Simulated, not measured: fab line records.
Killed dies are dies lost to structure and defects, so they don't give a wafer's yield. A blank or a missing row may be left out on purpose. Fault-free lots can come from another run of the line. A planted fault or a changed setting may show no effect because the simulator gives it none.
Matching of chambers / flow nandHarc / NHARC_A_STAIRCASE_DESCUM_443 on rieDiel-04: 4 sister chambers
The step chemistry O2, time 3 s. 8 wafers are shown with their chamber, then 7 later ones without.

WAFERS, EACH WITH ITS CHAMBER
wafer=L082.3; chamber=3; showerheadPlenumPTorr (Torr)=1.94; drypumpMotorCurrentA (A)=5.6
wafer=L086.4; chamber=3; showerheadPlenumPTorr (Torr)=1.93; drypumpMotorCurrentA (A)=5.6
wafer=L086.6; chamber=2; showerheadPlenumPTorr (Torr)=1.93; drypumpMotorCurrentA (A)=5.7
wafer=L092.1; chamber=1; showerheadPlenumPTorr (Torr)=1.99; drypumpMotorCurrentA (A)=5.5
wafer=L092.2; chamber=0; showerheadPlenumPTorr (Torr)=2.02; drypumpMotorCurrentA (A)=5.8
wafer=L092.3; chamber=2; showerheadPlenumPTorr (Torr)=1.92; drypumpMotorCurrentA (A)=5.6
wafer=L093.1; chamber=0; showerheadPlenumPTorr (Torr)=2.01; drypumpMotorCurrentA (A)=5.8
wafer=L093.4; chamber=1; showerheadPlenumPTorr (Torr)=1.99; drypumpMotorCurrentA (A)=5.5

WAFERS WHOSE CHAMBER IS MISSING
wafer=L093.5; showerheadPlenumPTorr (Torr)=2.01; drypumpMotorCurrentA (A)=5.8
wafer=L095.2; showerheadPlenumPTorr (Torr)=1.91; drypumpMotorCurrentA (A)=5.6
wafer=L095.4; showerheadPlenumPTorr (Torr)=1.99; drypumpMotorCurrentA (A)=5.5
wafer=L095.6; showerheadPlenumPTorr (Torr)=1.99; drypumpMotorCurrentA (A)=5.5
wafer=L097.1; showerheadPlenumPTorr (Torr)=2.01; drypumpMotorCurrentA (A)=5.8
wafer=L097.2; showerheadPlenumPTorr (Torr)=1.99; drypumpMotorCurrentA (A)=5.5
wafer=L097.6; showerheadPlenumPTorr (Torr)=2.01; drypumpMotorCurrentA (A)=5.8

EACH ONE'S CHAMBER
wafer=L093.5; from the rows above=0; in truth=0
wafer=L095.2; from the rows above=can't be placed: 2 or 3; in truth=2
wafer=L095.4; from the rows above=1; in truth=1
wafer=L095.6; from the rows above=1; in truth=1
wafer=L097.1; from the rows above=0; in truth=0
wafer=L097.2; from the rows above=1; in truth=1
wafer=L097.6; from the rows above=0; in truth=0
Correct placement for 6 of the 7. These rows do not allow placing 1 (true chamber among the candidates in 1). 0 placed wrongly.
How it was worked out, from the rows above alone: a wafer's distance from a chamber is the root of the sum, over the readings, of the square of ((its reading less the chamber's mean) divided by the reading's scatter). If the next closest chamber is less than 2 further off than the closest, the wafer can't be placed; otherwise it belongs to the closest. For every chamber, the mean is computed from those of its wafers that are shown. The scatter is the square root of a quotient: the sum, over the shown wafers, of each reading's squared deviation from its chamber's mean, divided by wafers minus chambers.
